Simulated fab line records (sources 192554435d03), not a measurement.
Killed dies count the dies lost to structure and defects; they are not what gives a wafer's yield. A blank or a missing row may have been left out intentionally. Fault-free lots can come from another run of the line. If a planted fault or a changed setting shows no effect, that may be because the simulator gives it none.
fab line records + flow n5Finfet + part 1 of 2: steps 1 to 21 of 31
record:
- lots: 5
- wafers: 15
- lastDay: 18
route steps=1938 shown FIN_CUT@178 STI_FIN_REVEAL@183
lots untouched by any fault: they come from a run of this same line in which no faults occurred
startH: hours from the record's first day to the start of the lot's first wafer shown + waitH: hours since the lot's step before + " repeats the value in the row above + L1.1+2: several wafers, shown together as one row + - value missing, or start not given + * or withheld: withheld + < > ~ a bound
route shown NAME@n: names a module that has steps shown in the file, with the first one's number in the route + usual: mean/standard deviation of fault-free wafers + same: alike in all rows + chamber/n: place in a boat + sites: readings site by site + _std_site: how widely they spread, as a standard deviation + _edge_site: inner sites' mean taken away from outer sites' mean + radiusMm: how far each site lies from the wafer's centre + mask NAME#n: copy n + behind: the most recent tool/chamber to have shaped the wafer + hold: reason for holding the lot/hours on hold/outcome of the hold + device: names the non-switching transistor (n, p or np) + end of line: the same wafers' tests at the end of the route + a step given without rows: its recipe and nothing more + killed: dies that structure and defects cost at the first sort, which is not the same as the wafer's yield + map: the dies of a wafer, with x for killed, . for not killed, _ for no die there
set.NAME: the setting as run; set.NAME@STEP: as run at that earlier step + model.NAME: the simulator's own value behind a step, which no gauge read
lots seen at some steps along the route; tables by step, rows by wafer
services: the hour from which a tool's chamber was out of use, counted from the record's first day as startH (under 0 if before that day), plus the number of hours and why
== steps ==
step: N5_FIN_CUT_STRIP_22
recipe:
- chemistry: N2/H2
- powerW: 500
- tempC: 40
- pressureMtorr: 50
- rfFrequencyHz: 6e+07
- overashFraction: 0.3
- biasPowerW: 8
- h2Frac: 0.5
- n2FlowSccm: 300
- h2FlowSccm: 300
usual:
- chamberPressureMTorr: 49.99/0.13
- drypumpMotorCurrentA: 5.6/0.42
- oesProductAu: 0.76/0.079
- rfVppV: 54.0/2.1
- showerheadPlenumPTorr: 3.33/0.12
- throttleValvePct: 18.9/0.37
same:
- overashFraction: 0.3
| lot.wafer | tool       | chamber | startH | waitH | chamberPressureMTorr | drypumpMotorCurrentA | oesProductAu | rfHoursCounterH | rfVppV | showerheadPlenumPTorr | throttleValvePct |
|-----------|------------|---------|--------|-------|----------------------|----------------------|--------------|-----------------|--------|-----------------------|------------------|
| L076.2    | rieDiel-01 | 1       | 39.93  | 0.0   | 50.17                | 5.8                  | 0.91         | 33              | 51.9   | 3.30                  | 18.6             |
| L076.4    | "          | 0       | "      | "     | 49.98                | 5.0                  | 0.71         | 219             | 51.8   | 3.34                  | 19.1             |
| L076.6    | "          | 3       | "      | "     | 50.11                | 5.6                  | 0.78         | -               | 55.7   | 3.53                  | 19.0             |
| L079.1    | rieDiel-03 | 3       | 58.16  | 0.0   | 50.09                | 5.7                  | 0.70         | 200             | 53.3   | 3.35                  | 19.2             |
| L079.2    | "          | 0       | "      | "     | 49.86                | 6.1                  | 0.71         | 200             | 56.0   | 3.32                  | 18.4             |
| L079.4    | "          | 2       | "      | "     | 50.04                | 5.0                  | 0.71         | 224             | 54.3   | 3.46                  | 18.7             |
| L080.1    | rieDiel-01 | 0       | 63.99  | 0.2   | 49.93                | 5.0                  | 0.71         | 226             | 54.4   | 3.33                  | 19.1             |
| L080.2    | "          | 3       | "      | "     | 49.84                | 5.6                  | 0.82         | 114             | 56.4   | 3.53                  | 19.0             |
| L080.5    | "          | 2       | "      | "     | 49.99                | 5.2                  | 0.79         | -               | 53.7   | 3.25                  | 18.8             |
| L088.1    | rieDiel-01 | 1       | 113.08 | 0.3   | 50.03                | 5.8                  | 0.87         | 53              | 56.7   | 3.30                  | 18.7             |
| L088.3    | "          | 2       | "      | "     | 49.98                | 5.2                  | 0.80         | 111             | 56.4   | 3.24                  | 18.8             |
| L088.4    | "          | 0       | "      | "     | 50.31                | 5.0                  | 0.68         | 240             | 56.8   | 3.33                  | 19.2             |
| L097.1    | rieDiel-01 | 0       | 169.98 | 0.0   | 49.79                | 5.0                  | 0.96         | 3               | 54.7   | 3.32                  | 18.7             |
| L097.4    | "          | 3       | "      | "     | 49.99                | 5.6                  | 0.76         | 149             | 57.3   | 3.51                  | 19.0             |
| L097.6    | "          | 2       | "      | "     | 50.00                | 5.2                  | 0.78         | -               | 56.0   | 3.23                  | 18.8             |
step: N5_FIN_CUT_PRECLEAN_36
recipe:
- chemistry: O3/DIW
- timeS: 60
- tempC: 22
- o3Ppm: 10
usual:
- o3Ppm: 10.00/0.098
| lot.wafer | tool        | chamber | startH | waitH | o3Ppm |
|-----------|-------------|---------|--------|-------|-------|
| L076.2    | wetBench-02 | 7       | 40.00  | -     | 9.97  |
| L076.4    | "           | 3       | "      | "     | 10.08 |
| L076.6    | "           | 2       | "      | "     | 9.96  |
| L079.1    | wetBench-03 | 0       | 58.22  | -     | 10.09 |
| L079.2    | "           | 6       | "      | "     | 9.94  |
| L079.4    | "           | 3       | "      | "     | 10.16 |
| L080.1    | wetBench-04 | 3       | 64.06  | -     | 10.12 |
| L080.2    | "           | 4       | "      | "     | 10.11 |
| L080.5    | "           | 5       | "      | "     | 10.10 |
| L088.1    | wetBench-02 | 3       | 113.15 | -     | 10.14 |
| L088.3    | "           | 7       | "      | "     | 9.82  |
| L088.4    | "           | 6       | "      | "     | 10.07 |
| L097.1    | wetBench-03 | 1       | 170.05 | -     | 9.93  |
| L097.4    | "           | 4       | "      | "     | 9.99  |
| L097.6    | "           | 2       | "      | "     | 10.01 |
step: N5_FIN_CUT_SRD_32
recipe:
- dry: ipaMarangoni
- timeS: 30
- tempC: 23
- rinseLiquid: diw
| lot.wafer  | tool        | chamber | startH | waitH |
|------------|-------------|---------|--------|-------|
| L076.2+4+6 | wetBench-02 | 7,3,2   | 40.02  | 0.0   |
| L079.1+2+4 | wetBench-03 | 0,6,3   | 58.24  | 0.0   |
| L080.1+2+5 | wetBench-04 | 3,4,5   | 64.08  | 0.0   |
| L088.1+3+4 | wetBench-02 | 3,7,6   | 113.17 | 0.0   |
| L097.1+4+6 | wetBench-03 | 1,4,2   | 170.07 | 0.0   |
step: N5_FIN_CUT_UV_OZONE_34
recipe:
- timeS: 120
- pressureTorr: 760
- tempC: 25
| lot.wafer  | tool        | chamber | startH | waitH |
|------------|-------------|---------|--------|-------|
| L076.2+4+6 | wetBench-02 | 7,3,2   | 40.03  | 0.0   |
| L079.1+2+4 | wetBench-03 | 0,6,3   | 58.26  | 0.0   |
| L080.1+2+5 | wetBench-04 | 3,4,5   | 64.09  | 0.0   |
| L088.1+3+4 | wetBench-02 | 3,7,6   | 113.19 | 0.0   |
| L097.1+4+6 | wetBench-03 | 1,4,2   | 170.09 | 0.0   |
step: N5_FIN_CUT_INSPECT_17
recipe:
- inspectInstrument: brightfield
- mode: aei
usual:
- rawDefectCount: 228/62
| lot.wafer | tool             | chamber | startH | waitH | rawDefectCount |
|-----------|------------------|---------|--------|-------|----------------|
| L076.2    | defectInspect-02 | -       | 40.09  | 0.0   | 217            |
| L076.4    | "                | -       | "      | "     | 261            |
| L076.6    | "                | -       | "      | "     | 255            |
| L079.1    | defectInspect-02 | -       | 58.32  | 0.0   | 209            |
| L079.2    | "                | -       | "      | "     | 231            |
| L079.4    | "                | -       | "      | "     | 253            |
| L080.1    | defectInspect-01 | -       | 64.15  | 0.0   | 213            |
| L080.2    | "                | -       | "      | "     | 289            |
| L080.5    | "                | -       | "      | "     | 118            |
| L088.1    | defectInspect-02 | -       | 113.24 | 0.0   | 177            |
| L088.3    | "                | -       | "      | "     | 288            |
| L088.4    | "                | -       | "      | "     | 164            |
| L097.1    | defectInspect-02 | -       | 170.14 | 0.0   | 201            |
| L097.4    | "                | -       | "      | "     | 173            |
| L097.6    | "                | -       | "      | "     | 181            |
step: N5_STI_FIN_REVEAL_ALD_00
recipe:
- material: SiO2
- targetThkA: 10
- tempC: 300
- aldPrecursorFamily: BDEAS
- aldCoReactant: O2-plasma
- pulseTimeS: 1
- pressureTorr: 2
usual:
- heaterPowerW: 438/63
- precursorPulseHeightRel: 0.998/0.022
| lot.wafer | tool      | chamber | startH | waitH | heaterPowerW | precursorPulseHeightRel |
|-----------|-----------|---------|--------|-------|--------------|-------------------------|
| L076.2    | aldSin-04 | 3       | 40.41  | 0.3   | 380          | 1.024                   |
| L076.4    | "         | 2       | "      | "     | 491          | 1.010                   |
| L076.6    | "         | 2       | "      | "     | 494          | 0.991                   |
| L079.1    | aldSin-02 | 0       | 58.35  | 0.0   | 461          | 1.001                   |
| L079.2    | "         | 3       | "      | "     | 533          | 1.036                   |
| L079.4    | "         | 2       | "      | "     | 477          | 1.003                   |
| L080.1    | aldSin-02 | 1       | 64.19  | 0.0   | 380          | 0.990                   |
| L080.2    | "         | 0       | "      | "     | 465          | 0.965                   |
| L080.5    | "         | 3       | "      | "     | 518          | 1.016                   |
| L088.1    | aldSin-04 | 2       | 113.28 | 0.0   | 504          | 0.982                   |
| L088.3    | "         | 0       | "      | "     | 527          | 0.987                   |
| L088.4    | "         | 3       | "      | "     | 381          | 1.022                   |
| L097.1    | aldSin-03 | 3       | 170.52 | 0.4   | 408          | 1.020                   |
| L097.4    | "         | 2       | "      | "     | 313          | 0.996                   |
| L097.6    | "         | 3       | "      | "     | 405          | 0.977                   |
step: N5_STI_FIN_REVEAL_ALD_14
recipe:
- material: Si3N4
- targetThkA: 30
- tempC: 400
- aldPrecursorFamily: SiH2I2
- aldCoReactant: N2/H2-plasma
- pressureTorr: 2
usual:
- heaterPowerW: 784/110
| lot.wafer | tool      | chamber | startH | waitH | heaterPowerW |
|-----------|-----------|---------|--------|-------|--------------|
| L076.2    | aldSin-04 | 3       | 40.46  | 0.0   | 685          |
| L076.4    | "         | 2       | "      | "     | 901          |
| L076.6    | "         | 2       | "      | "     | 863          |
| L079.1    | aldSin-02 | 0       | 58.40  | 0.0   | 840          |
| L079.2    | "         | 3       | "      | "     | 932          |
| L079.4    | "         | 2       | "      | "     | 856          |
| L080.1    | aldSin-02 | 1       | 64.24  | 0.0   | 670          |
| L080.2    | "         | 0       | "      | "     | 832          |
| L080.5    | "         | 3       | "      | "     | 915          |
| L088.1    | aldSin-04 | 2       | 113.33 | 0.0   | 897          |
| L088.3    | "         | 0       | "      | "     | 944          |
| L088.4    | "         | 3       | "      | "     | 652          |
| L097.1    | aldSin-03 | 3       | 170.56 | 0.0   | 720          |
| L097.4    | "         | 2       | "      | "     | 543          |
| L097.6    | "         | 3       | "      | "     | 725          |
step: N5_STI_FIN_REVEAL_FCVD_FILL_01
recipe:
- material: SiO2_flowable
- targetThkA: 3120
- tempC: 100
- pressureTorr: 0.8
- rfW: 2000
- timeS: 512.2
usual:
- rfFwdPowerW: 1997/6.5
| lot.wafer | tool    | chamber | startH | waitH | rfFwdPowerW |
|-----------|---------|---------|--------|-------|-------------|
| L076.2    | fcvd-01 | 1       | 40.90  | 0.3   | 1994        |
| L076.4    | "       | 1       | "      | "     | 2006        |
| L076.6    | "       | 1       | "      | "     | 1989        |
| L079.1    | fcvd-02 | 0       | 58.64  | 0.1   | 1984        |
| L079.2    | "       | 1       | "      | "     | 1993        |
| L079.4    | "       | 0       | "      | "     | 1987        |
| L080.1    | fcvd-01 | 0       | 64.47  | 0.1   | 1998        |
| L080.2    | "       | 1       | "      | "     | 1991        |
| L080.5    | "       | 1       | "      | "     | 1998        |
| L088.1    | fcvd-01 | 0       | 113.57 | 0.1   | 1992        |
| L088.3    | "       | 1       | "      | "     | 2003        |
| L088.4    | "       | 0       | "      | "     | 1988        |
| L097.1    | fcvd-01 | 0       | 170.80 | 0.1   | 2004        |
| L097.4    | "       | 0       | "      | "     | 1992        |
| L097.6    | "       | 1       | "      | "     | 1997        |
step: N5_STI_FIN_REVEAL_DENSIFY_02
recipe:
- tempC: 650
- ambient: steam
- timeS: 1800
- idleTempC: 400
- densificationPH2oTorr: 640
usual:
- densificationPH2oTorr: 639.6/1.4
- spikeTcCentreC: 650.3/1.7
- spikeTcTopC: 667.1/1.9
| lot.wafer | tool       | chamber | startH | waitH | densificationPH2oTorr | spikeTcCentreC | spikeTcTopC |
|-----------|------------|---------|--------|-------|-----------------------|----------------|-------------|
| L076.2    | furnace-01 | 0       | 41.93  | 0.8   | 639.5                 | 648.0          | 664.8       |
| L076.4    | "          | 0       | "      | "     | 639.8                 | 648.5          | 666.5       |
| L076.6    | "          | 0       | "      | "     | 639.2                 | 649.3          | 667.5       |
| L079.1    | furnace-02 | 0       | 59.28  | 0.4   | 638.3                 | 651.3          | 667.1       |
| L079.2    | "          | 0       | "      | "     | 638.9                 | 651.8          | 665.8       |
| L079.4    | "          | 0       | "      | "     | 636.7                 | 652.0          | 667.9       |
| L080.1    | furnace-03 | 0       | 65.11  | 0.4   | 643.5                 | 653.2          | 670.0       |
| L080.2    | "          | 0       | "      | "     | 641.1                 | 653.5          | 670.2       |
| L080.5    | "          | 0       | "      | "     | 640.1                 | 653.9          | 671.4       |
| L088.1    | furnace-02 | 0       | 114.20 | 0.4   | 639.5                 | 651.2          | 666.1       |
| L088.3    | "          | 0       | "      | "     | 639.1                 | 650.8          | 664.8       |
| L088.4    | "          | 0       | "      | "     | 639.2                 | 650.7          | 665.6       |
| L097.1    | furnace-02 | 0       | 171.44 | 0.4   | 639.4                 | 650.4          | 667.0       |
| L097.4    | "          | 0       | "      | "     | 640.0                 | 649.6          | 664.8       |
| L097.6    | "          | 0       | "      | "     | 640.7                 | 650.1          | 666.6       |
step: N5_STI_FIN_REVEAL_CMP_04
recipe:
- stopOn: Si3N4
- tOverpolishS: 4
- downForcePsi: 2
- platenRpm: 54.18
- postCmpClean: alkalineBrush
- padVelocityMS: 1.078
- targetThkNm: 131.83
usual:
- motorCurrentA: 8.0/0.7
- overpolishRunS: 4.000/0.0081
- timeToEndpointS: 105/5.3
same:
- tOverpolishS: 4
| lot.wafer | tool   | chamber | startH | waitH | motorCurrentA | overpolishRunS | timeToEndpointS |
|-----------|--------|---------|--------|-------|---------------|----------------|-----------------|
| L076.2    | cmp-02 | 1       | 46.17  | 0.1   | 9.0           | 4.008          | 107             |
| L076.4    | "      | 2       | "      | "     | 8.0           | 4.016          | 102             |
| L076.6    | "      | 0       | "      | "     | 7.5           | 4.002          | 101             |
| L079.1    | cmp-02 | 2       | 63.46  | 0.0   | 7.6           | 4.005          | 102             |
| L079.2    | "      | 3       | "      | "     | 8.7           | 3.993          | 107             |
| L079.4    | "      | 1       | "      | "     | 8.6           | 4.000          | 105             |
| L080.2    | cmp-04 | 3       | 69.33  | 0.1   | 7.6           | 3.991          | 119             |
| L080.1    | "      | 1       | "      | "     | 7.5           | 3.999          | 107             |
| L080.5    | "      | 2       | "      | "     | 6.9           | 3.997          | 108             |
| L088.4    | cmp-01 | 3       | 118.38 | 0.0   | 9.3           | 4.002          | 106             |
| L088.1    | "      | 0       | "      | "     | 6.9           | 4.005          | 102             |
| L088.3    | "      | 2       | "      | "     | 7.7           | 4.006          | 102             |
| L097.1    | cmp-02 | 0       | 175.61 | 0.0   | 7.6           | 3.994          | 99              |
| L097.4    | "      | 1       | "      | "     | 9.0           | 3.993          | 107             |
| L097.6    | "      | 0       | "      | "     | 7.4           | 4.002          | 101             |
step: N5_STI_FIN_REVEAL_THK_MEAS_05
usual:
- thkNm: 132.0/1.3
| lot.wafer | tool         | chamber | startH | waitH | thkNm |
|-----------|--------------|---------|--------|-------|-------|
| L076.2    | filmMetro-01 | -       | 46.40  | -     | 131.7 |
| L076.4    | "            | -       | "      | "     | 131.0 |
| L076.6    | "            | -       | "      | "     | 128.9 |
| L079.1    | filmMetro-02 | -       | 63.75  | -     | 131.6 |
| L079.2    | "            | -       | "      | "     | 131.4 |
| L079.4    | "            | -       | "      | "     | 134.8 |
| L080.1    | filmMetro-02 | -       | 69.58  | -     | 131.3 |
| L080.2    | "            | -       | "      | "     | 132.6 |
| L080.5    | "            | -       | "      | "     | 130.9 |
| L088.1    | filmMetro-02 | -       | 118.68 | -     | 132.6 |
| L088.3    | "            | -       | "      | "     | 132.3 |
| L088.4    | "            | -       | "      | "     | 133.0 |
| L097.1    | filmMetro-01 | -       | 175.90 | -     | 130.7 |
| L097.4    | "            | -       | "      | "     | 133.4 |
| L097.6    | "            | -       | "      | "     | 130.9 |
step: N5_STI_FIN_REVEAL_DENSIFY_30
recipe:
- tempC: *
- timeS: *
- ambient: N2
- idleTempC: 600
- rampUpCPerS: 150
- rampDownCPerS: 60
- coolToC: 600
usual:
- lampPowerPct: 11.53/0.057
- wafer_temp_C_max: *
| lot.wafer | tool         | chamber | startH | waitH | lampPowerPct | wafer_temp_C_max |
|-----------|--------------|---------|--------|-------|--------------|------------------|
| L076.2    | rtpAnneal-02 | 0       | 46.49  | 0.1   | 11.46        | *                |
| L076.4    | "            | 0       | "      | "     | 11.63        | *                |
| L076.6    | "            | 0       | "      | "     | 11.65        | *                |
| L079.1    | rtpAnneal-02 | 0       | 63.88  | 0.1   | 11.56        | *                |
| L079.2    | "            | 0       | "      | "     | 11.57        | *                |
| L079.4    | "            | 0       | "      | "     | 11.39        | *                |
| L080.1    | rtpAnneal-01 | 0       | 69.64  | 0.1   | 11.51        | *                |
| L080.2    | "            | 0       | "      | "     | 11.48        | *                |
| L080.5    | "            | 0       | "      | "     | 11.51        | *                |
| L088.1    | rtpAnneal-02 | 0       | 118.93 | 0.3   | 11.54        | *                |
| L088.3    | "            | 0       | "      | "     | 11.56        | *                |
| L088.4    | "            | 0       | "      | "     | 11.47        | *                |
| L097.1    | rtpAnneal-01 | 0       | 175.93 | 0.0   | 11.62        | *                |
| L097.4    | "            | 0       | "      | "     | 11.55        | *                |
| L097.6    | "            | 0       | "      | "     | 11.59        | *                |
step: N5_STI_FIN_REVEAL_ETCHBACK_08
recipe:
- chemistry: C4F6/O2
- target: SiO2
- targetDepthA: 305
- timeS: 10.167
- ionEnergyEv: 250
- pressureMtorr: 30
- sourceW: 345
- biasW: 185
- Ar_flow_sccm: 300
- C4F6_flow_sccm: 10
- O2_flow_sccm: 10
usual:
- chamberPressureMTorr: 29.996/0.026
- drypumpMotorCurrentA: 5.6/0.54
- oesProductAu: 0.78/0.086
- rfFwdPowerW: 341.0/1.6
- rfVppV: 663/17
- showerheadPlenumPTorr: 2.85/0.081
- throttleValvePct: 21.0/0.31
| lot.wafer | tool       | chamber | startH | waitH | chamberPressureMTorr | drypumpMotorCurrentA | oesProductAu | rfFwdPowerW | rfHoursCounterH | rfVppV | showerheadPlenumPTorr | throttleValvePct |
|-----------|------------|---------|--------|-------|----------------------|----------------------|--------------|-------------|-----------------|--------|-----------------------|------------------|
| L076.2    | rieDiel-05 | 2       | 46.67  | 0.2   | 29.980               | 5.6                  | 0.84         | 339.6       | 59              | 672    | 2.91                  | 21.1             |
| L076.4    | "          | 0       | "      | "     | 30.000               | 5.3                  | 0.86         | 342.5       | 53              | 655    | 2.80                  | 20.9             |
| L076.6    | "          | 1       | "      | "     | 30.049               | 4.8                  | 0.70         | 339.5       | -               | 647    | 2.80                  | 20.8             |
| L079.1    | rieDiel-05 | 1       | 64.10  | 0.2   | 29.991               | 4.9                  | 0.69         | 337.8       | 227             | 644    | 2.80                  | 20.8             |
| L079.2    | "          | 2       | "      | "     | 29.991               | 5.6                  | 0.83         | 339.0       | 65              | 673    | 2.90                  | 21.1             |
| L079.4    | "          | 3       | "      | "     | 30.010               | 5.4                  | 0.70         | 340.3       | 200             | 668    | 2.84                  | 21.1             |
| L080.1    | rieDiel-06 | 3       | 69.86  | 0.2   | 29.943               | 6.6                  | 0.72         | 340.3       | 177             | 675    | 2.93                  | 21.2             |
| L080.2    | "          | 2       | "      | "     | 30.011               | 6.4                  | 0.72         | 343.9       | 199             | 636    | 2.73                  | 21.8             |
| L080.5    | "          | 3       | "      | "     | 29.974               | 6.7                  | 0.72         | 341.3       | -               | 675    | 2.93                  | 21.2             |
| L088.1    | rieDiel-02 | 2       | 119.22 | 0.3   | 29.970               | 5.3                  | 0.91         | 342.6       | 21              | 697    | 2.99                  | 20.4             |
| L088.3    | "          | 3       | "      | "     | 29.964               | 5.8                  | 0.83         | 338.2       | 89              | 657    | 2.87                  | 20.9             |
| L088.4    | "          | 1       | "      | "     | 29.976               | 6.0                  | 0.73         | 337.9       | 194             | 692    | 2.92                  | 21.1             |
| L097.1    | rieDiel-05 | 2       | 176.14 | 0.2   | 30.005               | 5.6                  | 0.79         | 341.0       | 105             | 670    | 2.89                  | 21.1             |
| L097.4    | "          | 0       | "      | "     | 30.082               | 5.3                  | 0.79         | 342.5       | 100             | 655    | 2.78                  | 21.0             |
| L097.6    | "          | 1       | "      | "     | 30.007               | 4.8                  | 0.92         | 341.1       | -               | 644    | 2.78                  | 20.4             |
step: N5_STI_FIN_REVEAL_STRIP_24
recipe:
- chemistry: N2/H2
- timeS: 90
- powerW: 100
- tempC: 40
- pressureMtorr: 100
- rfFrequencyHz: 6e+07
- biasPowerW: 3
- n2FlowSccm: 300
- h2FlowSccm: 300
usual:
- chamberPressureMTorr: 100.00/0.093
- drypumpMotorCurrentA: 5.6/0.55
- oesProductAu: 0.78/0.087
- rfVppV: 45.4/0.87
- showerheadPlenumPTorr: 3.38/0.11
- throttleValvePct: 12.1/0.3
| lot.wafer | tool       | chamber | startH | waitH | chamberPressureMTorr | drypumpMotorCurrentA | oesProductAu | rfHoursCounterH | rfVppV | showerheadPlenumPTorr | throttleValvePct |
|-----------|------------|---------|--------|-------|----------------------|----------------------|--------------|-----------------|--------|-----------------------|------------------|
| L076.2    | rieDiel-05 | 2       | 46.71  | 0.0   | 100.03               | 5.6                  | 0.86         | 59              | 44.6   | 3.42                  | 11.9             |
| L076.4    | "          | 0       | "      | "     | 99.96                | 5.3                  | 0.86         | 53              | 45.6   | 3.30                  | 11.9             |
| L076.6    | "          | 1       | "      | "     | 99.97                | 4.9                  | 0.70         | -               | 44.9   | 3.33                  | 12.0             |
| L079.1    | rieDiel-05 | 1       | 64.14  | 0.0   | 99.90                | 4.9                  | 0.69         | 227             | 44.8   | 3.33                  | 12.1             |
| L079.2    | "          | 2       | "      | "     | 100.11               | 5.6                  | 0.84         | 65              | 44.3   | 3.42                  | 12.0             |
| L079.4    | "          | 3       | "      | "     | 99.94                | 5.4                  | 0.72         | 200             | 46.4   | 3.36                  | 12.2             |
| L080.1    | rieDiel-06 | 3       | 69.89  | 0.0   | 100.09               | 6.6                  | 0.73         | 177             | 45.2   | 3.47                  | 12.3             |
| L080.2    | "          | 2       | "      | "     | 99.83                | 6.5                  | 0.73         | 199             | 44.6   | 3.21                  | 12.7             |
| L080.5    | "          | 3       | "      | "     | 99.83                | 6.6                  | 0.73         | -               | 46.0   | 3.47                  | 12.3             |
| L088.1    | rieDiel-02 | 2       | 119.25 | 0.0   | 99.93                | 5.4                  | 0.90         | 21              | 45.7   | 3.58                  | 11.6             |
| L088.3    | "          | 3       | "      | "     | 100.06               | 5.8                  | 0.81         | 89              | 45.5   | 3.41                  | 12.0             |
| L088.4    | "          | 1       | "      | "     | 99.92                | 6.0                  | 0.72         | 194             | 44.3   | 3.49                  | 12.4             |
| L097.1    | rieDiel-05 | 2       | 176.18 | 0.0   | 99.91                | 5.6                  | 0.79         | 105             | 45.9   | 3.40                  | 12.1             |
| L097.4    | "          | 0       | "      | "     | 100.10               | 5.3                  | 0.80         | 100             | 45.5   | 3.27                  | 12.0             |
| L097.6    | "          | 1       | "      | "     | 100.00               | 4.9                  | 0.93         | -               | 45.3   | 3.31                  | 11.5             |
step: N5_STI_FIN_REVEAL_PRECLEAN_25
recipe:
- chemistry: SPM
- timeS: 90
- tempC: 120
- mix: 4:1
| lot.wafer  | tool        | chamber | startH | waitH |
|------------|-------------|---------|--------|-------|
| L076.2+4+6 | wetBench-01 | 7,6,0   | 46.83  | 0.1   |
| L079.1+2+4 | wetBench-06 | 0,4,1   | 64.26  | 0.1   |
| L080.1+2+5 | wetBench-05 | 2,5,3   | 70.01  | 0.1   |
| L088.1+3+4 | wetBench-06 | 6,1,7   | 119.37 | 0.1   |
| L097.1+4+6 | wetBench-05 | 6,2,4   | 176.30 | 0.1   |
step: N5_STI_FIN_REVEAL_PRECLEAN_26
recipe:
- chemistry: SC1
- timeS: 45
- tempC: 46
- mix: 1:2:100
usual:
- h2o2FlowMLMin: 29.12/0.11
| lot.wafer | tool        | chamber | startH | waitH | h2o2FlowMLMin |
|-----------|-------------|---------|--------|-------|---------------|
| L076.2    | wetBench-01 | 7       | 46.86  | 0.0   | 28.92         |
| L076.4    | "           | 6       | "      | "     | 29.13         |
| L076.6    | "           | 0       | "      | "     | 28.97         |
| L079.1    | wetBench-06 | 0       | 64.29  | 0.0   | 29.28         |
| L079.2    | "           | 4       | "      | "     | 29.19         |
| L079.4    | "           | 1       | "      | "     | 29.14         |
| L080.1    | wetBench-05 | 2       | 70.04  | 0.0   | 29.09         |
| L080.2    | "           | 5       | "      | "     | 29.27         |
| L080.5    | "           | 3       | "      | "     | 29.02         |
| L088.1    | wetBench-06 | 6       | 119.40 | 0.0   | 29.13         |
| L088.3    | "           | 1       | "      | "     | 29.09         |
| L088.4    | "           | 7       | "      | "     | 29.32         |
| L097.1    | wetBench-05 | 6       | 176.33 | 0.0   | 29.11         |
| L097.4    | "           | 2       | "      | "     | 29.13         |
| L097.6    | "           | 4       | "      | "     | 29.25         |
step: N5_STI_FIN_REVEAL_PRECLEAN_29
recipe:
- chemistry: DHF
- timeS: 30
- tempC: 25
- dilution: 300:1
| lot.wafer  | tool        | chamber | startH | waitH |
|------------|-------------|---------|--------|-------|
| L076.2+4+6 | wetBench-01 | 7,6,0   | 46.87  | 0.0   |
| L079.1+2+4 | wetBench-06 | 0,4,1   | 64.30  | 0.0   |
| L080.1+2+5 | wetBench-05 | 2,5,3   | 70.06  | 0.0   |
| L088.1+3+4 | wetBench-06 | 6,1,7   | 119.42 | 0.0   |
| L097.1+4+6 | wetBench-05 | 6,2,4   | 176.34 | 0.0   |
step: N5_STI_FIN_REVEAL_SRD_12
recipe:
- timeS: 30
- tempC: 23
- rinseLiquid: diw
- dry: ipaMarangoni
| lot.wafer  | tool        | chamber | startH | waitH |
|------------|-------------|---------|--------|-------|
| L076.2+4+6 | wetBench-01 | 7,6,0   | 46.88  | 0.0   |
| L079.1+2+4 | wetBench-06 | 0,4,1   | 64.31  | 0.0   |
| L080.1+2+5 | wetBench-05 | 2,5,3   | 70.07  | 0.0   |
| L088.1+3+4 | wetBench-06 | 6,1,7   | 119.43 | 0.0   |
| L097.1+4+6 | wetBench-05 | 6,2,4   | 176.35 | 0.0   |
step: N5_STI_FIN_REVEAL_RECESS_09
recipe:
- chemistry: HF/NH3
- target: SiO2
- afsCycles: 11
- targetDepthA: 425
- tempC: 30
- sublimationTempC: 180
- sublimationTimeS: 60
usual:
- drypumpMotorCurrentA: 5.6/0.36
- sublimationTempC: 180.00/0.17
| lot.wafer | tool         | chamber | startH | waitH | drypumpMotorCurrentA | sublimationTempC |
|-----------|--------------|---------|--------|-------|----------------------|------------------|
| L076.2    | vaporEtch-02 | 1       | 46.92  | 0.0   | 6.2                  | 180.31           |
| L076.4    | "            | 0       | "      | "     | 5.3                  | 180.04           |
| L076.6    | "            | 1       | "      | "     | 6.2                  | 180.22           |
| L079.1    | vaporEtch-02 | 0       | 64.36  | 0.0   | 5.3                  | 179.78           |
| L079.2    | "            | 1       | "      | "     | 6.2                  | 180.11           |
| L079.4    | "            | 0       | "      | "     | 5.4                  | 179.90           |
| L080.1    | vaporEtch-01 | 1       | 70.11  | 0.0   | 5.4                  | 179.75           |
| L080.2    | "            | 0       | "      | "     | 5.4                  | 179.82           |
| L080.5    | "            | 0       | 71.17  | 1.1   | 5.4                  | 180.20           |
| L088.1    | vaporEtch-02 | 0       | 119.47 | 0.0   | 5.3                  | 180.07           |
| L088.3    | "            | 1       | "      | "     | 6.2                  | 179.81           |
| L088.4    | "            | 0       | "      | "     | 5.3                  | 180.05           |
| L097.1    | vaporEtch-01 | 1       | 176.39 | 0.0   | 5.4                  | 179.85           |
| L097.4    | "            | 1       | "      | "     | 5.4                  | 180.00           |
| L097.6    | "            | 1       | "      | "     | 5.4                  | 180.28           |
step: N5_STI_FIN_REVEAL_STRIP_16
recipe:
- chemistry: H3PO4
- material: SiNx
- tempC: 165
- targetDepthA: 238
- overetchFraction: 0.4964
- dry: ipaMarangoni
| lot.wafer  | tool        | chamber | startH | waitH |
|------------|-------------|---------|--------|-------|
| L076.2+4+6 | wetBench-05 | 2,1,6   | 49.07  | 1.4   |
| L079.1+2+4 | wetBench-05 | 3,7,4   | 65.98  | 1.1   |
| L080.1+2+5 | wetBench-05 | 2,3,4   | 71.73  | 1.1   |
| L088.1+3+4 | wetBench-05 | 3,0,1   | 121.11 | 1.1   |
| L097.1+4+6 | wetBench-01 | 3,0,2   | 178.01 | 1.1   |
step: N5_STI_FIN_REVEAL_PRECLEAN_17
recipe:
- chemistry: NF3:NH3
- afsCycles: 1
- tempC: 30
- timeS: 20
- sublimationTempC: 180
- sublimationTimeS: 60
- pressureTorr: 3
- rfPowerW: 30
usual:
- sublimationTempC: 179.99/0.16
| lot.wafer | tool            | chamber | startH | waitH | sublimationTempC |
|-----------|-----------------|---------|--------|-------|------------------|
| L076.2    | remotePlasma-01 | 0       | 49.39  | 0.1   | 179.98           |
| L076.4    | "               | 0       | "      | "     | 180.00           |
| L076.6    | "               | 0       | "      | "     | 179.98           |
| L079.1    | remotePlasma-01 | 0       | 66.25  | 0.0   | 180.16           |
| L079.2    | "               | 0       | "      | "     | 179.84           |
| L079.4    | "               | 0       | "      | "     | 180.15           |
| L080.1    | remotePlasma-01 | 0       | 72.02  | 0.0   | 180.08           |
| L080.2    | "               | 0       | "      | "     | 179.87           |
| L080.5    | "               | 0       | "      | "     | 180.18           |
| L088.1    | remotePlasma-02 | 0       | 121.38 | 0.0   | 180.01           |
| L088.3    | "               | 0       | "      | "     | 179.95           |
| L088.4    | "               | 0       | "      | "     | 179.94           |
| L097.1    | remotePlasma-01 | 1       | 178.28 | 0.0   | 180.02           |
| L097.4    | "               | 1       | "      | "     | 180.19           |
| L097.6    | "               | 1       | "      | "     | 180.03           |
